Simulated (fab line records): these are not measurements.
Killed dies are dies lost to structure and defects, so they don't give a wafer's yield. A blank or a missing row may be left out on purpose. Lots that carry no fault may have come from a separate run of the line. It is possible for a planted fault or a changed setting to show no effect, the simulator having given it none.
fab line records | flow nandHarc
record lots=6 wafers=18 lastDay=32
route steps=1302 shown A_CONTACT@1001 END@1302
lots that met no fault: taken from a fault-free run of the same line
startH: hours from the record's opening day to when the first of the lot's shown wafers began | waitH: hours from the lot's prior step to this one | " repeats the value in the row above | L1.1+2: a single row standing in for several wafers | - value missing, or start not given | * or withheld: withheld | < > ~ a bound
route shown NAME@n: NAME is a module with steps in the file, n the number in the route of the first one | usual: mean/standard deviation taken from wafers without a fault | same: alike in all rows | chamber/n: place in a boat | sites: the reading at each site | _std_site: their standard deviation | _edge_site: the outer-site mean with the inner-site mean subtracted | radiusMm: how far each site lies from the wafer's centre | mask NAME#n: copy n | behind: the tool/chamber that last shaped the wafer | hold: the reason the lot was held/the length of the hold in hours/how it ended | device: the transistor (n, p or np) that didn't switch | end of line: at the end of the route, the tests of the same wafers | step lacking rows: just its recipe | killed: dies that structure and defects cost at the first sort, which is not the same as the wafer's yield | map: a wafer's dies, marking killed ones x, the rest . and places with no die _
set.NAME: setting as actually run; set.NAME@STEP: the setting as run at that earlier step | model.NAME: the simulator's own value behind a step, which no gauge read
lots seen at some steps along the route; tables by step, rows by wafer
services: the hour from which a tool's chamber was out of use, counted from the record's first day as startH (under 0 if before that day), plus the number of hours and why
## steps
# step NHARC_A_CONTACT_ETCH_48
# recipe targetDepthA=390 overEtchFrac=0.3 timeS=65 ionEnergyEv=80 cf4FlowSccm=150 arFlowSccm=0 rfW=300 biasW=100 chemistry=CF4
# step NHARC_A_CONTACT_ETCH_49
# recipe targetDepthA=2600 overEtchFrac=0.3 timeS=475.3 ionEnergyEv=200 n2FlowSccm=150 h2FlowSccm=150 arFlowSccm=0 rfW=400 biasW=150 chemistry=N2/H2
# step NHARC_A_CONTACT_ETCH_50
# recipe targetDepthA=1210 timeS=60.5 cf4FlowSccm=100 chf3FlowSccm=30 arFlowSccm=0 rfW=500 biasW=200 chemistry=CF4/CHF3
# usual chamberPressureMTorr=25.001/0.023 drypumpMotorCurrentA=5.7/0.49 oesProductAu=0.955/0.025 rfVppV=371.5/2.1 showerheadPlenumPTorr=1.60/0.061 throttleValvePct=16.802/0.0098
# columns lot.wafer tool chamber startH waitH chamberPressureMTorr drypumpMotorCurrentA oesProductAu rfHoursCounterH rfVppV showerheadPlenumPTorr throttleValvePct
L789.1 rieDiel-04 0 - - 25.030 5.5 0.972 6 371.9 1.63 16.800
L789.3 " 3 " " 25.022 5.2 0.958 5 369.2 1.52 16.806
L789.6 " 0 " " 24.975 5.5 0.967 - 371.5 1.63 16.809
L790.2 rieDiel-11 3 - - 25.009 5.5 0.936 49 368.9 1.53 16.810
L790.6 " 3 " " 25.012 5.5 0.940 - 369.1 1.53 16.802
L790.5 " 0 " " 24.970 4.7 0.936 - 370.0 1.53 16.813
L795.2 rieDiel-04 3 - - 25.030 5.2 0.972 14 368.9 1.52 16.823
L795.3 " 0 " " 25.031 5.5 0.992 19 373.6 1.63 16.815
L795.5 " 0 " " 24.951 5.5 0.976 - 371.7 1.63 16.811
L797.1 rieDiel-04 1 - - 25.033 6.0 0.961 23 370.0 1.54 16.791
L797.2 " 2 " " 25.037 6.1 1.000 22 371.9 1.66 16.798
L797.6 " 1 " " 24.966 6.0 0.960 - 369.7 1.54 16.802
L799.4 rieDiel-04 2 - - 24.989 6.1 0.989 24 373.1 1.66 16.784
L799.2 " 0 " " 24.978 5.5 0.971 24 373.7 1.62 16.794
L799.6 " 2 " " 24.978 6.1 0.992 - 372.7 1.66 16.801
L803.2 rieDiel-11 2 - - 24.987 5.9 0.928 22 370.9 1.55 16.814
L803.1 " 3 " " 24.993 5.5 0.936 22 369.1 1.52 16.806
L803.4 " 0 " " 25.005 4.7 0.921 26 368.6 1.52 16.805
# step NHARC_A_CONTACT_ETCH_51
# recipe targetDepthA=70000 overEtchFrac=0.3 timeS=1820 ionEnergyEv=150 o2FlowSccm=400 cosFlowSccm=20 arFlowSccm=0 rfW=500 biasW=300 chemistry=O2/COS
# usual chamberPressureMTorr=19.998/0.018 drypumpMotorCurrentA=5.7/0.45 oesProductAu=1.004/0.013 rfVppV=314.8/1.8 showerheadPlenumPTorr=3.16/0.12 throttleValvePct=28.331/0.0095
# columns lot.wafer tool chamber startH waitH chamberPressureMTorr drypumpMotorCurrentA oesProductAu rfHoursCounterH rfVppV showerheadPlenumPTorr throttleValvePct
L789.1 rieDiel-04 3 - - 20.004 5.2 0.995 5 313.3 3.03 28.336
L789.3 " 0 " " 20.013 5.5 1.004 6 315.3 3.23 28.339
L789.6 " 0 " " 20.006 5.5 1.008 - 318.1 3.23 28.350
L790.2 rieDiel-11 3 - - 20.002 5.5 1.020 49 312.3 3.04 28.329
L790.5 " 1 " " 20.014 4.9 0.965 - 316.3 3.35 28.322
L790.6 " 2 " " 19.981 6.0 0.973 - 313.9 3.08 28.326
L795.3 rieDiel-04 3 - - 19.995 5.2 1.000 14 313.5 3.02 28.340
L795.2 " 0 " " 19.990 5.5 1.003 20 315.0 3.22 28.324
L795.5 " 3 " " 19.991 5.2 1.006 - 313.9 3.02 28.338
L797.2 rieDiel-04 1 - - 19.992 6.0 0.998 23 312.5 3.05 28.323
L797.1 " 3 " " 19.969 5.2 0.986 18 313.2 3.02 28.316
L797.6 " 2 " " 19.998 6.1 1.021 - 315.1 3.29 28.326
L799.4 rieDiel-04 3 - - 20.004 5.2 0.987 19 313.3 3.02 28.340
L799.2 " 2 " " 19.987 6.1 1.020 24 316.3 3.29 28.311
L799.6 " 3 " " 20.005 5.2 0.993 - 312.5 3.02 28.337
L803.2 rieDiel-11 1 - - 19.978 4.9 0.995 22 315.7 3.34 28.336
L803.4 " 2 " " 20.033 5.9 1.004 22 313.8 3.07 28.340
L803.1 " 3 " " 19.988 5.5 1.010 23 313.7 3.02 28.340
# step NHARC_A_CONTACT_ETCH_111
# recipe sourceW=withheld pressureMtorr=20 biasV=withheld timeS=140 targetDepthA=7000 arFlowSccm=withheld c4f8FlowSccm=withheld o2FlowSccm=withheld chemistry=C4F8/O2/Ar
# usual chamberPressureMTorr=20.000/0.016
# columns lot.wafer tool chamber startH waitH chamberPressureMTorr rfHoursCounterH
L789.1 harCapEtch-01 1 573.21 - 20.001 14
L789.3 " 1 " " 19.992 -
L789.6 " 0 " " 20.019 -
L790.2 harCapEtch-01 1 585.09 - 20.003 16
L790.6 " 0 " " 19.980 -
L790.5 " 1 " " 20.001 -
L795.2 harCapEtch-02 0 631.91 - 20.002 112
L795.3 " 1 " " 20.000 -
L795.5 " 0 " " 20.011 -
L797.1 harCapEtch-02 1 656.97 - 20.009 116
L797.2 " 0 " " 20.006 116
L797.6 " 1 " " 20.003 -
L799.2 harCapEtch-01 1 664.80 - 19.995 31
L799.4 " 1 " " 19.985 -
L799.6 " 1 " " 20.006 -
L803.1 harCapEtch-03 1 693.00 - 19.993 74
L803.2 " 0 " " 20.023 74
L803.4 " 0 " " 20.015 -
# step NHARC_A_CONTACT_ETCH_112
# recipe sourceW=withheld pressureMtorr=20 biasV=3000 timeS=190 targetDepthA=18500 arFlowSccm=withheld c4f8FlowSccm=withheld o2FlowSccm=withheld chemistry=C4F8/O2/Ar
# step NHARC_A_CONTACT_ETCH_113
# recipe sourceW=withheld pressureMtorr=20 biasV=3000 timeS=190 targetDepthA=18500 arFlowSccm=withheld c4f8FlowSccm=withheld o2FlowSccm=withheld chemistry=C4F8/O2/Ar
# step NHARC_A_CONTACT_ETCH_114
# recipe sourceW=withheld pressureMtorr=20 biasV=3000 timeS=190 targetDepthA=18500 arFlowSccm=withheld c4f8FlowSccm=withheld o2FlowSccm=withheld chemistry=C4F8/O2/Ar
# step NHARC_A_CONTACT_ETCH_115
# recipe sourceW=withheld pressureMtorr=20 biasV=3000 timeS=190 targetDepthA=18500 arFlowSccm=withheld c4f8FlowSccm=withheld o2FlowSccm=withheld chemistry=C4F8/O2/Ar
# step NHARC_A_CONTACT_ETCH_116
# recipe sourceW=withheld pressureMtorr=20 biasV=3000 timeS=190 targetDepthA=18500 arFlowSccm=withheld c4f8FlowSccm=withheld o2FlowSccm=withheld chemistry=C4F8/O2/Ar
# step NHARC_A_CONTACT_ETCH_117
# recipe sourceW=withheld pressureMtorr=20 biasV=3000 timeS=190 targetDepthA=18500 arFlowSccm=withheld c4f8FlowSccm=withheld o2FlowSccm=withheld chemistry=C4F8/O2/Ar
# step NHARC_A_CONTACT_ETCH_118
# recipe sourceW=withheld pressureMtorr=20 biasV=3000 timeS=190 targetDepthA=18500 arFlowSccm=withheld c4f8FlowSccm=withheld o2FlowSccm=withheld chemistry=C4F8/O2/Ar
# step NHARC_A_CONTACT_ETCH_119
# recipe sourceW=withheld pressureMtorr=20 biasV=3000 timeS=190 targetDepthA=18500 arFlowSccm=withheld c4f8FlowSccm=withheld o2FlowSccm=withheld chemistry=C4F8/O2/Ar
# usual chamberPressureMTorr=20.000/0.018
# columns lot.wafer tool chamber startH waitH chamberPressureMTorr rfHoursCounterH
L789.1 harCapEtch-01 1 574.61 0.1 20.021 15
L789.3 " 1 " " 19.993 -
L789.6 " 0 " " 20.000 -
L790.2 harCapEtch-01 1 586.49 0.1 19.966 17
L790.6 " 0 " " 19.966 -
L790.5 " 1 " " 20.003 -
L795.2 harCapEtch-02 0 633.30 0.1 19.984 113
L795.3 " 1 " " 20.030 -
L795.5 " 0 " " 19.989 -
L797.1 harCapEtch-02 1 658.36 0.1 19.977 117
L797.2 " 0 " " 20.010 117
L797.6 " 1 " " 19.978 -
L799.2 harCapEtch-01 1 666.20 0.1 20.003 32
L799.4 " 1 " " 20.041 -
L799.6 " 1 " " 19.995 -
L803.1 harCapEtch-03 1 694.40 0.1 20.019 75
L803.2 " 0 " " 20.001 75
L803.4 " 0 " " 19.995 -
# step NHARC_A_CONTACT_ETCH_120
# recipe sourceW=withheld pressureMtorr=20 biasV=3000 timeS=190 targetDepthA=18500 arFlowSccm=withheld c4f8FlowSccm=withheld o2FlowSccm=withheld chemistry=C4F8/O2/Ar
# step NHARC_A_CONTACT_ETCH_121
# recipe sourceW=withheld pressureMtorr=20 biasV=3000 timeS=190 targetDepthA=18500 arFlowSccm=withheld c4f8FlowSccm=withheld o2FlowSccm=withheld chemistry=C4F8/O2/Ar
# usual chamberPressureMTorr=20.001/0.016
# columns lot.wafer tool chamber startH waitH chamberPressureMTorr rfHoursCounterH
L789.1 harCapEtch-01 1 574.95 0.1 19.978 15
L789.3 " 1 " " 19.996 -
L789.6 " 0 " " 19.999 -
L790.2 harCapEtch-01 1 586.83 0.1 20.001 17
L790.6 " 0 " " 20.000 -
L790.5 " 1 " " 19.978 -
L795.2 harCapEtch-02 0 633.64 0.1 20.012 113
L795.3 " 1 " " 20.012 -
L795.5 " 0 " " 19.961 -
L797.1 harCapEtch-02 1 658.71 0.1 19.987 117
L797.2 " 0 " " 19.995 117
L797.6 " 1 " " 19.986 -
L799.2 harCapEtch-01 1 666.54 0.1 20.024 32
L799.4 " 1 " " 19.987 -
L799.6 " 1 " " 20.012 -
L803.1 harCapEtch-03 1 694.75 0.1 19.986 75
L803.2 " 0 " " 20.017 75
L803.4 " 0 " " 20.002 -
# step NHARC_A_CONTACT_ETCH_122
# recipe sourceW=withheld pressureMtorr=20 biasV=3000 timeS=190 targetDepthA=18500 arFlowSccm=withheld c4f8FlowSccm=withheld o2FlowSccm=withheld chemistry=C4F8/O2/Ar
# step NHARC_A_CONTACT_ETCH_123
# recipe sourceW=withheld pressureMtorr=20 biasV=400 timeS=490 targetDepthA=21100 arFlowSccm=withheld c4f8FlowSccm=11.5 o2FlowSccm=7.2 chemistry=C4F8/O2/Ar
# step NHARC_A_CONTACT_ETCH_90
# recipe targetDepthA=400 overEtchFrac=0.5 timeS=85.7 ionEnergyEv=120 ch3fFlowSccm=50 o2FlowSccm=30 arFlowSccm=200 rfW=500 biasW=100 chemistry=CH3F/O2
# usual chamberPressureMTorr=25.004/0.022 drypumpMotorCurrentA=5.6/0.52 oesProductAu=0.95/0.038 rfVppV=244.7/1.6 showerheadPlenumPTorr=2.48/0.097 throttleValvePct=20.663/0.0087
# columns lot.wafer tool chamber startH waitH chamberPressureMTorr drypumpMotorCurrentA oesProductAu rfHoursCounterH rfVppV showerheadPlenumPTorr throttleValvePct
L789.3 rieDiel-01 0 576.23 0.6 24.950 5.8 1.00 2 244.0 2.53 20.665
L789.1 " 1 " " 25.056 5.2 1.01 2 247.0 2.63 20.677
L789.6 " 0 " " 25.010 5.8 1.00 - 246.1 2.53 20.677
L790.2 rieDiel-04 2 588.15 0.8 25.002 6.1 1.01 8 245.8 2.60 20.658
L790.5 " 0 " " 24.981 5.5 1.01 - 246.0 2.54 20.675
L790.6 " 1 " " 25.010 6.0 1.00 - 242.7 2.41 20.673
L795.2 rieDiel-04 0 634.97 0.8 24.980 5.5 0.94 21 246.1 2.54 20.662
L795.3 " 1 " " 25.023 5.9 0.94 21 242.4 2.40 20.666
L795.5 " 3 " " 25.000 5.2 0.93 - 245.1 2.38 20.666
L797.2 rieDiel-04 0 660.06 0.8 24.991 5.5 0.93 23 245.4 2.54 20.664
L797.1 " 1 " " 25.026 6.0 0.92 25 243.7 2.40 20.655
L797.6 " 3 " " 24.997 5.2 0.92 - 242.5 2.38 20.650
L799.2 rieDiel-11 1 667.87 0.9 25.034 4.9 1.01 12 246.0 2.64 20.676
L799.4 " 2 " " 25.001 5.9 1.01 13 242.3 2.42 20.654
L799.6 " 0 " " 25.035 4.7 1.01 - 243.9 2.38 20.652
L803.4 rieDiel-04 3 696.07 0.6 24.996 5.2 0.91 26 244.0 2.37 20.672
L803.1 " 0 " " 24.993 5.5 0.92 31 245.0 2.54 20.666
L803.2 " 1 " " 25.000 5.9 0.92 32 243.1 2.40 20.652
# step NHARC_A_CONTACT_ETCH_96
# recipe targetDepthA=200 overEtchFrac=0.5 timeS=10 ionEnergyEv=250 c4f6FlowSccm=25 o2FlowSccm=20 arFlowSccm=500 rfW=600 biasW=500 chemistry=C4F6/O2
# step NHARC_A_CONTACT_CD_MEAS_53
# usual cdNm=289.7/0.97
# columns lot.wafer tool chamber startH waitH cdNm
L789.1 cdSem-02 - 576.44 - 288.4
L789.3 " - " " 289.0
L789.6 " - " " 289.2
L790.2 cdSem-02 - 588.34 - 289.3
L790.5 " - " " 291.4
L790.6 " - " " 290.1
L795.2 cdSem-01 - 635.17 - 290.7
L795.3 " - " " 289.2
L795.5 " - " " 289.8
L797.1 cdSem-01 - 660.24 - 289.9
L797.2 " - " " 291.2
L797.6 " - " " 291.7
L799.2 cdSem-02 - 668.08 - 289.8
L799.4 " - " " 291.2
L799.6 " - " " 290.3
L803.1 cdSem-01 - 696.29 - 291.5
L803.2 " - " " 290.3
L803.4 " - " " 290.9
# step NHARC_A_CONTACT_STRIP_99
# recipe n2FlowSccm=150 h2FlowSccm=150 arFlowSccm=0 biasW=0 chemistry=N2/H2
# step NHARC_A_CONTACT_STRIP_100
# recipe cf4FlowSccm=100 chf3FlowSccm=30 arFlowSccm=0 biasW=0 chemistry=CF4/CHF3
# step NHARC_A_CONTACT_STRIP_101
# recipe o2FlowSccm=400 cosFlowSccm=20 arFlowSccm=0 biasW=0 chemistry=O2/COS
# step NHARC_A_CONTACT_ETCH_102
# recipe targetDepthA=1000 overetchA=100 timeS=55 ionEnergyEv=100 cf4FlowSccm=80 o2FlowSccm=20 arFlowSccm=0 rfW=300 biasW=100 chemistry=CF4/O2
# step NHARC_A_CONTACT_STRIP_55
# recipe o2FlowSccm=500 arFlowSccm=0 biasW=0 chemistry=O2
# step NHARC_A_CONTACT_STRIP_56
# recipe timeS=600 tempC=30 chemistry=postEtchResidueRemover
# step NHARC_A_CONTACT_DEP_57
# recipe targetThkA=53000 tempC=400 material=aC
# step NHARC_A_CONTACT_DEP_58
# recipe targetThkA=900 targetThkNm=90 tempC=400 pressureTorr=3.5 flowSccm=200 rfW=350 material=SiON
# step NHARC_A_CONTACT_DEHYDRATE_59
# recipe tempC=150 timeS=120
# step NHARC_A_CONTACT_HMDS_60
# recipe timeS=30
# step NHARC_A_CONTACT_COAT_61
# recipe tempC=260 timeS=75
# step NHARC_A_CONTACT_COAT_62
# recipe tempC=225 timeS=65
# step NHARC_A_CONTACT_COAT_63
# recipe spinRpm=1500 resistThkNm=90
# step NHARC_A_CONTACT_SOFTBAKE_64
# recipe tempC=105 timeS=55
# step NHARC_A_CONTACT_EBR_65
# step NHARC_A_CONTACT_EXPOSE_66
# recipe na=1.35 sigmaOuter=0.8 doseMj=59.02 maskId=A_CC_2
# step NHARC_A_CONTACT_PEB_67
# recipe pebTempC=100 pebTimeS=65
# step NHARC_A_CONTACT_DEVELOP_68
# recipe developTimeS=35 devTempC=23
# step NHARC_A_CONTACT_CD_MEAS_69
# recipe targetCdNm=300 landingEnergyEv=500
# usual cdNm=300.2/0.59
# columns lot.wafer tool chamber startH waitH cdNm
L789.1 cdSem-03 0 581.35 - 300.3
L789.3 " 0 " " 300.1
L789.6 " 0 " " 299.1
L790.2 cdSem-02 0 593.28 - 299.9
L790.5 " 0 " " 300.4
L790.6 " 0 " " 299.8
L795.2 cdSem-01 0 640.11 - 300.0
L795.3 " 0 " " 299.4
L795.5 " 0 " " 300.4
L797.1 cdSem-03 0 667.91 - 299.6
L797.2 " 0 " " 300.4
L797.6 " 0 " " 300.8
L799.2 cdSem-03 0 673.04 - 299.9
L799.4 " 0 " " 299.7
L799.6 " 0 " " 300.1
L803.1 cdSem-01 0 702.97 - 299.9
L803.2 " 0 " " 300.7
L803.4 " 0 " " 300.8
# step NHARC_A_CONTACT_OVL_MEAS_70
# usual overlayXNm=0.0/0.92 overlayYNm=-0.1/0.85
# columns lot.wafer tool chamber startH waitH overlayXNm overlayYNm
L789.1 overlay-01 - 581.44 - -0.2 0.8
L789.3 " - " " 0.0 0.7
L789.6 " - " " 0.3 0.8
L790.2 overlay-02 - 593.38 - 0.0 1.6
L790.5 " - " " -0.1 1.1
L790.6 " - " " -0.2 1.1
L795.2 overlay-02 - 640.20 - -2.1 1.0
L795.3 " - " " -2.7 0.9
L795.5 " - " " -2.0 1.3
L797.1 overlay-01 - 668.00 - -0.9 1.1
L797.2 " - " " -0.6 1.5
L797.6 " - " " -0.6 1.2
L799.2 overlay-01 - 673.12 - -1.5 -1.2
L799.4 " - " " -1.6 -0.9
L799.6 " - " " -1.2 -1.2
L803.1 overlay-01 - 703.06 - 1.1 -1.4
L803.2 " - " " 1.2 -1.3
L803.4 " - " " 1.2 -0.9
# step NHARC_A_CONTACT_DESCUM_74
# recipe timeS=3 o2FlowSccm=200 arFlowSccm=0 biasPowerW=0 chemistry=O2
# step NHARC_END_SORT_01
# recipe tempC=25
# usual killedAtArray=54/12 killedAtOther=0.7/1.1 killedAtPeriphery=3.9/2.8 killedDies=59/13 killedOpen=3.4/2 killedShort=2.5/1.7
# same grossDies=677
# columns lot.wafer tool chamber startH waitH killedAtArray killedAtOther killedAtPeriphery killedDies killedOpen killedShort
L789.6 prober-02 0 642.75 4.0 120 0 4 124 4 1
L790.6 prober-01 0 655.84 4.0 115 3 2 120 2 2
# killed by level:class
L789.6 A_CONTACT:unspecified=66 A_CHANNEL_HOLE_D1:chamberFilmFlake=27 A_CHANNEL_HOLE_D2:chamberFilmFlake=14 A_CONTACT:chamberFilmFlake=5 A_STAIRCASE:chamberFilmFlake=3 P_BONDPAD:chamberFilmFlake=2 A_SOURCE_PLATE:geometricParticle:open=1 A_CHANNEL_FILL_D2:geometricParticle:open=1
L790.6 A_CONTACT:unspecified=64 A_SLIT:chamberFilmFlake=25 A_CHANNEL_HOLE_D2:chamberFilmFlake=14 A_CHANNEL_FILL_D2:chamberFilmFlake=3 THIN_TSV:chamberFilmFlake=3 A_CHANNEL_HOLE_D1:chamberFilmFlake=2 A_BONDPAD:chamberFilmFlake=2 P_GATE:geometricParticle:short=1
# map L789.6 (x killed, . not)
____________x____________
_________xxxxxxx_________
_______..xxxxxxxx._______
______..xxxxxxxxxx.______
_____...xxxxxxxxx..._____
____.....xxxxxxxxx...____
____....xxxxxxxxx....____
___........xxxxxx.....___
___.......xxxxxx......___
__..........x.......x..__
__x....................__
_xx............x.......x_
_..x...................._
_.xxx.................xx_
_.x.x.........x......x.._
_x.x...............xxxxx_
..xx..................xxx
..................x..xxxx
......x.............x.xxx
...x..................x..
......................xxx
_.....................x._
_........xx............x_
_....x...x............xx_
_......................._
_.....x..x.............._
__....................x__
__.....................__
___.....x.............___
___...............x...___
____...............x.____
____.....x...........____
_____..............._____
______.............______
_______..........._______
_________......._________
____________.____________
# map L790.6 (x killed, . not)
____________x____________
_________xxxxxxx_________
_______.xxxxxxxxxx_______
______...xxxxxxxxx.______
_____....xxxxxxxxx.._____
____......xxxxxxx....____
____....x.xxxxxx.....____
___........xxxxxx.....___
___.......xx.x.xx.....___
__.x........xxx...x....__
__..x.x................__
_...x..................._
_x.xxx..............x..._
_.xxx..................._
_...xx.................x_
_xxxxx.................._
xxx.xxx...x..............
....x..........x.........
x...x............x.......
..xx.x...................
.........................
_......................._
_......................._
_......................._
_.................xx...._
_......................._
__...........x......x..__
__....x.............xxx__
___...x.............xx___
___..............x..x.___
____...............xx____
____.....x.........x.____
_____x.....x.......x_____
______.............______
_______..........._______
_________......._________
____________.____________
## services
# columns tool chamber startH hours kind
rieDiel-04 2 556.39 3.3 repair
rieDiel-01 - 559.14 9.0 pm
rieDiel-04 0 566.32 - clean
rieDiel-04 1 566.32 - clean
rieDiel-04 2 566.32 - clean
rieDiel-04 3 566.32 - clean
rieDiel-04 0 590.82 - clean
rieDiel-04 1 590.82 - clean
rieDiel-04 2 590.82 - clean
rieDiel-04 3 590.82 - clean
rieDiel-04 3 593.28 13.2 repair
rieDiel-11 - 611.35 9.0 pm
rieDiel-04 0 615.32 - clean
rieDiel-04 1 615.32 - clean
rieDiel-04 2 615.32 - clean
rieDiel-04 3 615.32 - clean
harCapEtch-02 - 629.71 0.5 repair
rieDiel-04 0 636.13 3.6 repair
rieDiel-04 0 640.28 - clean
rieDiel-04 1 640.28 - clean
rieDiel-04 2 640.28 - clean
rieDiel-01 3 649.53 15.0 repair
rieDiel-01 0 670.29 4.2 repair
rieDiel-11 3 671.47 6.9 repair
## key
firstSign step=NHARC_END_SORT_01 reading=killedAtArray direction=up sigmas=5.1 usual=54 struck=118
effect step=NHARC_END_SORT_01 reading=killedDies direction=up sigmas=5 usual=59 struck=122
moreKillsBornAt NHARC_A_CONTACT_ETCH_119@harCapEtch-01=130
metAt NHARC_A_CONTACT_ETCH_119
struckWafers L789.6,L790.6
testerLeftOut L789,L790
fault kind=chamberParticleSource tool=harCapEtch-01 chamber=0 onsetH=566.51 steps=NHARC_A_CONTACT_ETCH_119 ratePerVisitCm2=1.6091 endH=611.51
# testerLeftOut: of these lots the tester's yield and bins aren't shown, on N5 and GAA mostly nor the transistor test; their killed dies are dies lost to structure and defects alone, not to doping, threshold or leakage, so they don't give the yield
